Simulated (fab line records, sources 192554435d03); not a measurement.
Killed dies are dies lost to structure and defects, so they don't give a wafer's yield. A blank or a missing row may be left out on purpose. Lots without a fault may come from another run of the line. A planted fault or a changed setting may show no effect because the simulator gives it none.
Which tool did it? | flow n5_finfet | 12 lots, 36 wafers sampled, at 4 steps of a route of 1938

WHAT THE GAUGES READ, wafer by wafer
N5_BEOL_M13_INSPECT_55: inspects for defects (darkfield).
lot  | measured     | on                | raw_defect_count
L075 | day 11 05:47 | defect_inspect-01 | 93 76 87
L078 | day 12 00:52 | defect_inspect-01 | 65 70 99
L080 | day 12 15:04 | defect_inspect-01 | 67 73 122
L081 | day 13 02:34 | defect_inspect-01 | 79 65 81
L084 | day 14 03:04 | defect_inspect-01 | 100 71 87
L085 | day 14 09:08 | defect_inspect-02 | 42 52 55
L089 | day 14 17:31 | defect_inspect-01 | 59 86 110
L090 | day 15 03:28 | defect_inspect-01 | 60 40 28
L092 | day 15 16:08 | defect_inspect-01 | 69 102 53
L094 | day 16 21:47 | defect_inspect-02 | 81 78 94
L095 | day 17 07:07 | defect_inspect-01 | 118 91 124
L096 | day 18 14:38 | defect_inspect-02 | 47 58 45

WHICH TOOL RAN EACH LOT (tool, then ch and the chambers of the sampled wafers, then the start)
lot  | N5_BEOL_M13_ILD_DEP_00          | N5_BEOL_M13_STRIP_64                 | N5_BEOL_M13_ANNEAL_48
L075 | pecvd-02 ch 0,1,2, day 11 01:30 | plasma_asher-02 ch 0,1, day 11 02:33 | rtp_anneal-01 ch 0, day 11 05:05
L078 | pecvd-02 ch 1,2, day 11 13:06   | plasma_asher-01 ch 0,1, day 11 14:09 | rtp_anneal-01 ch 0, day 12 00:08
L080 | pecvd-01 ch 0,1,2, day 12 08:22 | plasma_asher-01 ch 0,1, day 12 09:33 | rtp_anneal-02 ch 0, day 12 14:02
L081 | pecvd-03 ch 1,2, day 12 22:03   | plasma_asher-01 ch 0,1, day 12 23:10 | rtp_anneal-01 ch 0, day 13 01:50
L084 | pecvd-01 ch 1,2, day 13 21:26   | plasma_asher-01 ch 0,1, day 13 22:44 | rtp_anneal-02 ch 0, day 14 02:19
L085 | pecvd-02 ch 0,2, day 14 03:39   | plasma_asher-01 ch 0,1, day 14 04:38 | rtp_anneal-02 ch 0, day 14 08:11
L089 | pecvd-02 ch 1,2, day 14 13:06   | plasma_asher-02 ch 1, day 14 14:02   | rtp_anneal-02 ch 0, day 14 16:46
L090 | pecvd-03 ch 1,2, day 14 21:03   | plasma_asher-02 ch 0,1, day 14 22:02 | rtp_anneal-02 ch 0, day 15 02:43
L092 | pecvd-01 ch 0,1,2, day 15 11:49 | plasma_asher-02 ch 0,1, day 15 12:44 | rtp_anneal-01 ch 0, day 15 15:25
L094 | pecvd-02 ch 0,1,2, day 16 17:23 | plasma_asher-02 ch 0,1, day 16 18:23 | rtp_anneal-02 ch 0, day 16 21:02
L095 | pecvd-03 ch 0,1, day 17 01:34   | plasma_asher-01 ch 0,1, day 17 02:29 | rtp_anneal-01 ch 0, day 17 06:20
L096 | pecvd-03 ch 0,1, day 18 09:45   | plasma_asher-01 ch 0,1, day 18 10:40 | rtp_anneal-02 ch 0, day 18 13:53
- N5_BEOL_M13_ILD_DEP_00: deposits SiOC from DEMS/O2, target thk 837.92 nm, time 166.4 s.
- N5_BEOL_M13_STRIP_64: strips in N2/H2.
- N5_BEOL_M13_ANNEAL_48: time 90 s.

THE ANSWER, worked out from the rows above alone
Rule: what is usual is taken from the lots themselves. Put in order of their means at a reading, lots are off if they are a third of the lots or fewer, leave a main group of 4 or more, and stand apart from it by a gap of 3 or more times the standard deviation of the main group's means; of several such gaps the widest counts. A main group whose means are all the same, to the digits that the tables above print for the reading, isn't used. A lot without any number at a reading at which 4 lots or more have one is off too. The other lots that the step has rows for count as sound.
No lot is off at any reading shown: from this, nothing can be told.

WHAT THE SIMULATOR HAD PUT IN
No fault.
